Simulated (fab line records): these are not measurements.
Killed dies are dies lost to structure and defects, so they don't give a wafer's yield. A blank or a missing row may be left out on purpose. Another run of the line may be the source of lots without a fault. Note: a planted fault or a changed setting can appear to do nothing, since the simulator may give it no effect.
A lot that was struck, set against a sound lot	flow nandHarc	14 steps out of a route of 1302
Sound: wafers L935.3, L935.4, L935.6. The struck wafers were L946.3, L946.4, L946.5. The cause is given at the end.
For every step that has rows: the tool of each side, followed by ch and its chambers, followed by its first start. Under that, the readings that differ: sound wafers	struck wafers	difference of the means	sigmas: that difference in standard deviations of wafers without a fault.
alike: same words and numbers on both sides, and readings whose means sit less than 2 such deviations apart. not compared: any withheld reading, any reading some wafer has no value for, any bound like >300 that may hide the same value, and any number with overlapping values for which the record gives no deviation.
Wherever a step has rows on one side only, a row that says differs or no value, or a row with sigmas, the two part there. Numbers that don't overlap but have no deviation are shown without sigmas and don't part them. A reading that every wafer of one side lacks parts them only if that side has two wafers or more.

first, 1 step without rows for these wafers: NHARC_A_SGD_CUT_ETCH_26 (etches SiO2 in dHF, target depth 45.8 nm).
NHARC_A_SGD_CUT_ETCHBACK_24: etches the open film in CH3F/O2, target depth 50 nm, time 92.857 s.
  sound on rieDiel-03 ch 0,1, day 19 14:07; struck on rieDiel-07 ch 2,3, day 23 20:41
  alike: drypumpMotorCurrentA, oesProductAu, rfVppV, showerheadPlenumPTorr, throttleValvePct
  not compared: rfHoursCounterH
NHARC_A_SGD_CUT_STRIP_28: strips in O2, time 20 s.
  sound on rieDiel-03 ch 0,1,2; struck on rieDiel-07 ch 0,3, day 23 20:52
  alike: drypumpMotorCurrentA, oesProductAu, rfVppV, showerheadPlenumPTorr, throttleValvePct
  not compared: rfHoursCounterH
NHARC_A_SGD_CUT_INSPECT_25:
  struck on defectInspect-01, day 23 20:58; sound on defectInspect-02, day 19 14:21
  alike: rawDefectCount
NHARC_A_SLIT_DEP_25: deposits SiO2, target thk 200 nm.
  sound on pecvd-04 ch 0,1, day 19 14:29; struck on pecvd-02 ch 0,1,2, day 23 21:14
  alike: heaterPowerOuterW, heaterPowerW, throttleValvePct
NHARC_A_SLIT_DEP_00: deposits aC, target thk 6200 nm.
  sound on aclDep-01 ch 0, day 19 16:01; struck on aclDep-03 ch 0, day 24 00:44
  alike: throttleValvePct
NHARC_A_SLIT_DEP_23: deposits SiON, target thk 100 nm.
  sound on pecvd-03 ch 0,1, day 19 18:44; struck on pecvd-04 ch 0,1,2, day 24 03:20
  alike: heaterPowerOuterW, heaterPowerW
then, 5 steps without rows for these wafers: NHARC_A_SLIT_DEHYDRATE_01 (time 120 s); NHARC_A_SLIT_HMDS_02 (time 30 s); NHARC_A_SLIT_COAT_03 (resist thk 90 nm); NHARC_A_SLIT_SOFTBAKE_04 (time 55 s); NHARC_A_SLIT_EBR_05.
NHARC_A_SLIT_EXPOSE_06: exposes mask SLIT.
  struck on arfiScanner-02, day 24 03:51; sound on arfiScanner-02 ch 0, day 19 19:14
  no value came back on the struck wafers for exposureDoseMJCm2, focusOffsetNm (nm), na, stageVelMmS (mm/s); on the sound wafers exposureDoseMJCm2 reads 60.74 60.73 60.70
  alike: mask
then, 1 step without rows for these wafers: NHARC_A_SLIT_PEB_07 (peb time 65 s).

WHERE THEY PART
Only at NHARC_A_SLIT_EXPOSE_06, as far as this record shows.

WHY: the cause the simulator had injected
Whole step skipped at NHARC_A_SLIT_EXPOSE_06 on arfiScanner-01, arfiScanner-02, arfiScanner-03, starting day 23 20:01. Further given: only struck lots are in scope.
